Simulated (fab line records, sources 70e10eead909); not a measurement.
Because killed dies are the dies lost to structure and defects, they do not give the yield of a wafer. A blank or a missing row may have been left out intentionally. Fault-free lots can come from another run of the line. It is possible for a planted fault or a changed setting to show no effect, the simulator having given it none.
Check for tools in common    flow nand_harc    13 lots and 51 wafers in the sample

WHAT PROMPTED THE OPENING
Flagged at NHARC_P_GATE_INSPECT_28: reading raw_defect_count, on 4 of 13 lots. Wafers without a fault read 6.0, standard deviation 2.7.
Rule: flag the lot when none of its wafers has a number, or when each of its wafers that has one lies beyond 4 standard deviations from that mean. The other lots count as sound.

lot   measured      on                 raw_defect_count, wafer by wafer  flag
L182  day 5 05:23   defect_inspect-02  4 5 5                             
L181  day 5 06:01   defect_inspect-02  7 5 4                             
L184  day 5 09:09   defect_inspect-01  11 5 3                            
L187  day 6 13:02   defect_inspect-01  5 11 8                            
L190  day 7 00:11   defect_inspect-01  10 3 5                            
L194  day 7 20:39   defect_inspect-02  1359 1256 1300 1353 1247 1292     FLAGGED
L191  day 7 20:58   defect_inspect-01  1203 1314 1244 1193 1315 1227     FLAGGED
L193  day 7 21:19   defect_inspect-02  1241 1217 1282 1241 1230 1268     FLAGGED
L192  day 7 21:28   defect_inspect-02  1235 1301 1312 1240 1291 1290     FLAGGED
L201  day 9 19:29   defect_inspect-02  5 8 5                             
L200  day 9 19:43   defect_inspect-02  5 8 2                             
L202  day 10 11:13  defect_inspect-01  3 9 3                             
L203  day 10 11:58  defect_inspect-01  8 15 1                            
The numbers of the flagged lots are 1268.8 on average: +1262.8 against the usual, or +99 or more standard deviations.

EACH LOT AND THE TOOL IT RAN ON
The record holds 1 process step before the reading, out of a route of 1159 steps. Cell contents, in order: the tool; ch with the chambers the sampled wafers went through; the start.
lot   flag     NHARC_P_GATE_OXIDE_16
L182           furnace-03 ch 0, day 4 18:02
L181           furnace-03 ch 0, day 4 18:02
L184           furnace-06 ch 0, day 4 22:50
L187           furnace-04 ch 0, day 6 02:08
L190           furnace-06 ch 0, day 6 13:43
L194  FLAGGED  furnace-06 ch 0, day 7 10:25
L191  FLAGGED  furnace-06 ch 0, day 7 10:25
L193  FLAGGED  furnace-06 ch 0, day 7 10:25
L192  FLAGGED  furnace-06 ch 0, day 7 10:25
L201           furnace-03 ch 0, day 9 08:11
L200           furnace-03 ch 0, day 9 08:11
L202           furnace-04 ch 0, day 10 00:15
L203           furnace-04 ch 0, day 10 00:15
What the steps here do:
- NHARC_P_GATE_OXIDE_16: material SiO2, target thk 3 nm, ox time 392 s.
- NHARC_P_GATE_INSPECT_28

FLAGGED OVER TOTAL, TOOL BY TOOL (the gauges that took the reading come last)
step                     tool               lots run  flagged  share of the flagged lots  sound lots run after its first flagged lot
NHARC_P_GATE_OXIDE_16    furnace-03         4         0        none                       -
NHARC_P_GATE_OXIDE_16    furnace-04         3         0        none                       -
NHARC_P_GATE_OXIDE_16    furnace-06         6         4        all                        0
NHARC_P_GATE_INSPECT_28  defect_inspect-01  6         1        some                       2 (L202,L203)
NHARC_P_GATE_INSPECT_28  defect_inspect-02  7         3        some                       2 (L201,L200)

WHAT THE TABLE ALLOWS
All flagged lots share 1 row of the table, namely furnace-06 at NHARC_P_GATE_OXIDE_16.
- furnace-06 at NHARC_P_GATE_OXIDE_16: 4 of its 6 lots flagged. Its last sound lot is L190 (day 6 13:43), its first flagged lot L191 (day 7 10:25): a fault that began between those two fits.
Left over: one tool, furnace-06 at NHARC_P_GATE_OXIDE_16.

WHAT WAS PUT IN BY THE SIMULATOR
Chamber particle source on furnace-06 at NHARC_P_GATE_OXIDE_16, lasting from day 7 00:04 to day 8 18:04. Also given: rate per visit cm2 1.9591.
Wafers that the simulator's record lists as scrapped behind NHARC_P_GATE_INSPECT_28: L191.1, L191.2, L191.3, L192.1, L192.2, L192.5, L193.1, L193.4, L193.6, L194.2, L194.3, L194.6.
Lots struck among those shown: L194, L191, L193, L192. The same result came from the rule above.
